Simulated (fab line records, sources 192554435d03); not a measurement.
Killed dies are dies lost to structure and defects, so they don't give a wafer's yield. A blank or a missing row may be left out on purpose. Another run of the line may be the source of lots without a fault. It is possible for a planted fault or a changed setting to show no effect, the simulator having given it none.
Which tool did it? + flow n5Finfet + 7 lots, 21 wafers sampled, at 7 steps of a route of 1938

WHAT THE GAUGES READ, wafer by wafer
N5_BEOL_M4_RC_MEAS_101. Usual: DIBL_N 35.8 mV/V, standard deviation 1.4; DIBL_P 35.8 mV/V, standard deviation 1.6; IOFF_N 0.152 nA/um, standard deviation 0.021; IOFF_P 0.204 nA/um, standard deviation 0.027; ION_N 672 uA/um, standard deviation 8.7; ION_P 461 uA/um, standard deviation 6.2; SS_N 71.5 mV/dec, standard deviation 0.54; SS_P 73.1 mV/dec, standard deviation 0.57; VT_N 250.0 mV, standard deviation 2.5; VT_P -250.6 mV, standard deviation 2.7.
| lot  | measured     | on        | DIBL_N (mV/V)  | DIBL_P (mV/V)  | IOFF_N (nA/um)    | IOFF_P (nA/um)    | ION_N (uA/um) | ION_P (uA/um) | SS_N (mV/dec)  | SS_P (mV/dec)  | VT_N (mV)         | VT_P (mV)            | flag |
|------|--------------|-----------|----------------|----------------|-------------------|-------------------|---------------|---------------|----------------|----------------|-------------------|----------------------|------|
| L863 | day 9 06:34  | prober-01 | 36.0 34.9 37.7 | 32.6 31.8 34.9 | 0.124 0.118 0.149 | 0.196 0.184 0.226 | 663 667 677   | 462 457 468   | 71.8 70.7 71.3 | 72.6 72.6 73.8 | 254.1 252.7 250.1 | -248.2 -249.2 -246.0 |      |
| L866 | day 9 23:45  | prober-02 | 36.8 34.2 36.4 | 37.3 34.0 37.8 | 0.168 0.117 0.171 | 0.235 0.185 0.241 | 688 671 680   | 473 464 470   | 71.8 70.6 72.0 | 74.4 73.1 73.7 | 249.5 252.3 249.9 | -250.4 -251.4 -248.4 |      |
| L869 | day 10 14:46 | prober-02 | 37.4 35.9 35.4 | 36.9 35.8 34.2 | 0.174 0.151 0.139 | 0.204 0.184 0.163 | 678 673 669   | 457 455 452   | 71.3 71.7 71.7 | 72.9 72.6 72.9 | 247.5 249.7 251.3 | -251.8 -251.9 -254.3 |      |
| L871 | day 11 23:50 | prober-01 | 34.9 34.8 34.9 | 34.4 35.1 34.4 | 0.144 0.132 0.133 | 0.185 0.185 0.178 | 661 667 671   | 456 465 456   | 71.8 72.1 71.6 | 73.4 73.1 73.5 | 252.3 251.9 255.1 | -251.1 -251.1 -251.9 |      |
| L873 | day 11 19:25 | prober-01 | 35.2 36.1      | 34.8 36.5      | 0.136 0.156       | 0.169 0.200       | 667 668       | 458 453       | 72.1 72.7      | 72.7 73.1      | 252.3 248.5       | -253.7 -253.7        |      |
| L882 | day 14 04:25 | prober-02 | 36.5 36.4 36.7 | 34.4 34.3 34.6 | 0.165 0.173 0.174 | 0.203 0.205 0.209 | 681 680 670   | 463 457 466   | 71.1 71.3 71.8 | 74.1 72.7 73.6 | 247.6 247.0 247.0 | -251.2 -249.2 -248.4 |      |
| L883 | day 13 21:54 | prober-01 | 35.5 36.2 35.4 | 34.8 35.3 34.3 | 0.152 0.175 0.147 | 0.199 0.220 0.200 | 663 669 670   | 452 461 460   | 72.0 72.1 71.0 | 72.9 72.5 72.5 | 249.4 246.1 251.8 | -251.6 -247.8 -249.4 |      |

TOOL THAT RAN EACH LOT (tool first, then ch and the chambers of the sampled wafers, then the start)
| lot  | N5_FIN_SAQP_ETCH_52              | N5_FIN_SAQP_SPACER1_ALD_24      | N5_FIN_SAQP_SPACER1_ETCHBACK_25  | N5_FIN_SAQP_MANDREL1_REMOVE_56 | N5_FIN_SAQP_MANDREL_ETCH_58    | N5_FIN_SAQP_ETCH_67              |
|------|----------------------------------|---------------------------------|----------------------------------|--------------------------------|--------------------------------|----------------------------------|
| L863 | rieDiel-02 ch 1,2,3, day 2 16:49 | aldSin-02 ch 1,2,3, day 2 17:52 | rieDiel-05 ch 0,1,3, day 2 18:35 | rieSi-04 ch 0,2, day 2 18:40   | rieSi-06 ch 0,1, day 2 18:58   | rieDiel-01 ch 1,2,3, day 2 19:34 |
| L866 | rieDiel-01 ch 1,3, day 3 10:40   | aldSin-02 ch 0,2,3, day 3 12:18 | rieDiel-01 ch 1,3, day 3 13:01   | rieSi-03 ch 1,2,3, day 3 13:07 | rieSi-06 ch 0,1,3, day 3 13:25 | rieDiel-05 ch 1,2,3, day 3 14:00 |
| L869 | rieDiel-05 ch 2,3, day 4 04:21   | aldSin-02 ch 1,2, day 4 05:23   | rieDiel-01 ch 1,2, day 4 06:05   | rieSi-03 ch 2,3, day 4 06:11   | rieSi-04 ch 0,2,3, day 4 06:29 | rieDiel-02 ch 2,3, day 4 07:05   |
| L871 | rieDiel-01 ch 2,3, day 4 17:20   | aldSin-03 ch 1,2,3, day 4 18:22 | rieDiel-01 ch 0,2,3, day 4 19:05 | rieSi-06 ch 2,3, day 4 19:10   | rieSi-03 ch 1,2, day 4 19:28   | rieDiel-02 ch 2,3, day 4 20:07   |
| L873 | rieDiel-02 ch 1,2,3, day 5 04:22 | aldSin-01 ch 0,3, day 5 05:32   | rieDiel-01 ch 1,3, day 5 06:20   | rieSi-03 ch 0,3, day 5 06:25   | rieSi-04 ch 0,1,2, day 5 06:52 | rieDiel-01 ch 1,3, day 5 07:38   |
| L882 | rieDiel-01 ch 1,3, day 7 11:50   | aldSin-03 ch 1,2, day 7 13:14   | rieDiel-05 ch 2,3, day 7 14:14   | rieSi-04 ch 1,2, day 7 14:19   | rieSi-06 ch 0,1,3, day 7 14:37 | rieDiel-02 ch 0,1, day 7 15:13   |
| L883 | rieDiel-05 ch 0,3, day 7 16:09   | aldSin-02 ch 0,2,3, day 7 17:29 | rieDiel-05 ch 0,2,3, day 7 17:52 | rieSi-03 ch 0,1, day 7 17:57   | rieSi-04 ch 0,1,3, day 7 18:17 | rieDiel-01 ch 0,3, day 7 18:50   |
- N5_FIN_SAQP_ETCH_52: etches SOC in N2/H2, target depth 100 nm, overetch 20 nm, time 150 s.
- N5_FIN_SAQP_SPACER1_ALD_24: deposits SiO2, target thk 20.3 nm, pulse time 1 s, purge time 2 s.
- N5_FIN_SAQP_SPACER1_ETCHBACK_25: etches SiO2 in CHF3/O2, target depth 24.4 nm, time 12.2 s.
- N5_FIN_SAQP_MANDREL1_REMOVE_56: chemistry HBr/Cl2/O2, target a-Si, stops on SiNx, bt time 10 s.
- N5_FIN_SAQP_MANDREL_ETCH_58: etches a-Si in HBr/Cl2, stops on SiNx, target depth 45 nm, bt time 10 s, time 27 s.
- N5_FIN_SAQP_ETCH_67: etches SiNx in CH3F/O2, target depth 30 nm.

AS READ BY THE TOOLS THEMSELVES (means over the sampled wafers that have a number; for cases with no such wafer, the mark the record gives instead)
N5_FIN_SAQP_ETCH_52. Usual: for drypumpMotorCurrentA, 5.7 A with a standard deviation of 0.47; for oesProductAu, 0.68 a.u. with a standard deviation of 0.056; for rfFwdPowerW, 836.3 W with a standard deviation of 2.4; for rfVppV, 523.7 V with a standard deviation of 2.5; for showerheadPlenumPTorr, 2.54 Torr with a standard deviation of 0.082; for tempC, 39.99 C with a standard deviation of 0.11; for throttleValvePct, 17.96 % with a standard deviation of 0.18.
| lot  | tool       | drypumpMotorCurrentA (A) | oesProductAu (a.u.) | rfFwdPowerW (W) | rfVppV (V) | showerheadPlenumPTorr (Torr) | tempC (C) | throttleValvePct (%) | flag |
|------|------------|--------------------------|---------------------|-----------------|------------|------------------------------|-----------|----------------------|------|
| L863 | rieDiel-02 | 6.0                      | 0.69                | 837.0           | 528.0      | 2.66                         | 40.00     | 18.04                |      |
| L866 | rieDiel-01 | 5.4                      | 0.72                | 839.1           | 522.8      | 2.54                         | 39.99     | 18.16                |      |
| L869 | rieDiel-05 | 5.4                      | 0.67                | 835.1           | 520.6      | 2.44                         | 39.96     | 17.61                |      |
| L871 | rieDiel-01 | 5.3                      | 0.68                | 834.1           | 524.4      | 2.59                         | 40.05     | 17.92                |      |
| L873 | rieDiel-02 | 6.0                      | 0.68                | 836.4           | 526.9      | 2.65                         | 39.91     | 18.07                |      |
| L882 | rieDiel-01 | 5.6                      | 0.68                | 838.6           | 524.1      | 2.58                         | 40.04     | 18.11                |      |
| L883 | rieDiel-05 | 5.8                      | 0.64                | 836.3           | 521.1      | 2.46                         | 39.96     | 17.94                |      |

N5_FIN_SAQP_SPACER1_ALD_24. Usual: heaterPowerW 505 W, standard deviation 51; precursorPulseHeightRel 1.000, standard deviation 0.023; susceptorTempC 300.02 C, standard deviation 0.2.
| lot  | tool      | heaterPowerW (W) | precursorPulseHeightRel | susceptorTempC (C) | flag |
|------|-----------|------------------|-------------------------|--------------------|------|
| L863 | aldSin-02 | 511              | 0.979                   | 299.88             |      |
| L866 | aldSin-02 | 544              | 1.000                   | 299.93             |      |
| L869 | aldSin-02 | 496              | 1.005                   | 299.82             |      |
| L871 | aldSin-03 | 447              | 0.993                   | 300.00             |      |
| L873 | aldSin-01 | 522              | 1.010                   | 299.98             |      |
| L882 | aldSin-03 | 455              | 0.998                   | 299.97             |      |
| L883 | aldSin-02 | 548              | 0.980                   | 300.13             |      |

N5_FIN_SAQP_SPACER1_ETCHBACK_25. Usual: for drypumpMotorCurrentA, 5.7 A with a standard deviation of 0.47; for oes_ar_750_au, 0.76 a.u. with a standard deviation of 0.062; for oesProductAu, 0.76 a.u. with a standard deviation of 0.065; for rfFwdPowerW, 646.0 W with a standard deviation of 2.3; for rfVppV, 527 V with a standard deviation of 4.1; for showerheadPlenumPTorr, 2.41 Torr with a standard deviation of 0.076; for throttleValvePct, 18.99 % with a standard deviation of 0.18.
| lot  | tool       | drypumpMotorCurrentA (A) | oes_ar_750_au (a.u.) | oesProductAu (a.u.) | rfFwdPowerW (W) | rfVppV (V) | showerheadPlenumPTorr (Torr) | throttleValvePct (%) | flag |
|------|------------|--------------------------|----------------------|---------------------|-----------------|------------|------------------------------|----------------------|------|
| L863 | rieDiel-05 | 5.6                      | 0.80                 | 0.80                | 647.9           | 528        | 2.36                         | 18.87                |      |
| L866 | rieDiel-01 | 5.6                      | 0.79                 | 0.80                | 644.7           | 532        | 2.46                         | 19.07                |      |
| L869 | rieDiel-01 | 5.1                      | 0.78                 | 0.65                | 643.8           | 526        | 2.38                         | 18.95                |      |
| L871 | rieDiel-01 | 5.7                      | 0.76                 | 0.65                | 646.8           | 528        | 2.44                         | 18.99                |      |
| L873 | rieDiel-01 | 5.4                      | 0.79                 | 0.67                | 646.9           | 530        | 2.39                         | 19.12                |      |
| L882 | rieDiel-05 | 5.4                      | 0.72                 | 0.73                | 647.7           | 522        | 2.30                         | 18.72                |      |
| L883 | rieDiel-05 | 5.5                      | 0.71                 | 0.71                | 645.7           | 525        | 2.33                         | 18.88                |      |

N5_FIN_SAQP_MANDREL1_REMOVE_56. Usual: drypumpMotorCurrentA 5.8 A, standard deviation 0.39; heBacksideLeakSccm 2.8 sccm, standard deviation 0.43; oesProductAu 1.006 a.u., standard deviation 0.018; rfFwdPowerW 596.7 W, standard deviation 2; throttleValvePct 36.81 %, standard deviation 0.3.
| lot  | tool     | drypumpMotorCurrentA (A) | heBacksideLeakSccm (sccm) | oesProductAu (a.u.) | rfFwdPowerW (W) | throttleValvePct (%) | flag |
|------|----------|--------------------------|---------------------------|---------------------|-----------------|----------------------|------|
| L863 | rieSi-04 | 5.1                      | 2.7                       | 0.991               | 598.6           | 36.68                |      |
| L866 | rieSi-03 | 6.0                      | 2.6                       | 1.005               | 598.5           | 36.79                |      |
| L869 | rieSi-03 | 6.2                      | 2.5                       | 0.903               | 596.1           | 36.53                | OFF  |
| L871 | rieSi-06 | 5.9                      | 2.7                       | 0.924               | 596.4           | 36.52                | OFF  |
| L873 | rieSi-03 | 6.1                      | 2.6                       | 0.940               | 594.8           | 36.92                | OFF  |
| L882 | rieSi-04 | 5.5                      | 2.6                       | 1.003               | 597.5           | 36.40                |      |
| L883 | rieSi-03 | 5.6                      | 3.6                       | 1.017               | 597.8           | 37.17                |      |

N5_FIN_SAQP_MANDREL_ETCH_58. Usual: drypumpMotorCurrentA 5.7 A, standard deviation 0.44; heBacksideLeakSccm 2.75 sccm, standard deviation 0.23; oesProductAu 0.697 a.u., standard deviation 0.013; rfFwdPowerW 794.5 W, standard deviation 2.8; throttleValvePct 35.61 %, standard deviation 0.26.
| lot  | tool     | drypumpMotorCurrentA (A) | heBacksideLeakSccm (sccm) | oesProductAu (a.u.) | rfFwdPowerW (W) | throttleValvePct (%) | flag |
|------|----------|--------------------------|---------------------------|---------------------|-----------------|----------------------|------|
| L863 | rieSi-06 | 6.2                      | 2.94                      | 0.688               | 795.0           | 35.79                |      |
| L866 | rieSi-06 | 6.2                      | 2.94                      | 0.704               | 793.5           | 35.61                |      |
| L869 | rieSi-04 | 5.5                      | 2.72                      | 0.621               | 794.0           | 35.84                | OFF  |
| L871 | rieSi-03 | 5.8                      | 2.63                      | 0.658               | 794.0           | 35.87                |      |
| L873 | rieSi-04 | 5.3                      | 2.74                      | 0.653               | 794.0           | 35.58                | OFF  |
| L882 | rieSi-06 | 6.2                      | 3.00                      | 0.697               | 796.5           | 35.59                |      |
| L883 | rieSi-04 | 5.4                      | 2.52                      | 0.709               | 796.9           | 35.52                |      |

N5_FIN_SAQP_ETCH_67. Usual: for drypumpMotorCurrentA, 5.7 A with a standard deviation of 0.48; for oes_ar_750_au, 0.75 a.u. with a standard deviation of 0.068; for oesProductAu, 0.75 a.u. with a standard deviation of 0.071; for rfFwdPowerW, 390.8 W with a standard deviation of 1.4; for rfVppV, 298.9 V with a standard deviation of 2.5; for showerheadPlenumPTorr, 2.01 Torr with a standard deviation of 0.064; for throttleValvePct, 16.52 % with a standard deviation of 0.18.
| lot  | tool       | drypumpMotorCurrentA (A) | oes_ar_750_au (a.u.) | oesProductAu (a.u.) | rfFwdPowerW (W) | rfVppV (V) | showerheadPlenumPTorr (Torr) | throttleValvePct (%) | flag |
|------|------------|--------------------------|----------------------|---------------------|-----------------|------------|------------------------------|----------------------|------|
| L863 | rieDiel-01 | 5.3                      | 0.79                 | 0.79                | 391.1           | 300.8      | 2.02                         | 16.48                |      |
| L866 | rieDiel-05 | 5.4                      | 0.80                 | 0.81                | 390.5           | 297.5      | 1.93                         | 16.18                |      |
| L869 | rieDiel-02 | 5.8                      | 0.71                 | 0.70                | 391.0           | 296.2      | 2.06                         | 16.63                |      |
| L871 | rieDiel-02 | 6.3                      | 0.70                 | 0.70                | 390.6           | 295.4      | 2.06                         | 16.67                |      |
| L873 | rieDiel-01 | 5.4                      | 0.79                 | 0.79                | 390.6           | 300.6      | 1.98                         | 16.59                |      |
| L882 | rieDiel-02 | 5.9                      | 0.72                 | 0.72                | 390.3           | 301.2      | 2.01                         | 16.66                |      |
| L883 | rieDiel-01 | 5.9                      | 0.75                 | 0.74                | 392.6           | 300.4      | 2.05                         | 16.59                |      |

THE ANSWER, worked out from the rows above alone
Rule: lot off if the mean of its wafers having a number is beyond 3 standard deviations from the usual mean. Also off: a lot with no number at a reading for which 4 or more lots have one. Any other lot the step has rows for is counted as sound. After the gauges, taken in route order, come the tools' own readings; for these a lot's mean is taken, as printed above. The first step at which some lot is off is used, and at that step the reading that is off furthest; a lot without a number counts as furthest.
Off at N5_FIN_SAQP_MANDREL1_REMOVE_56 (oesProductAu): L869, L871, L873.
If a tool, at that step or one of the process steps before it, ran each lot that is off and ran no sound lot following the first of them, it fits. One fits: rieDiel-01 at N5_FIN_SAQP_SPACER1_ETCHBACK_25. A fault onset in the window from L866 (day 3 13:01, its last sound lot) to L869 (day 4 06:05, its first lot off) fits.

WHAT THE SIMULATOR HAD PUT IN
Process parameter drift: rieDiel-01, from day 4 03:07 on, at N5_FIN_SAQP_SPACER1_ETCHBACK_25. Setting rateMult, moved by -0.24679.
Shown lots that were struck: L869, L873, L871. The rule above found the same.
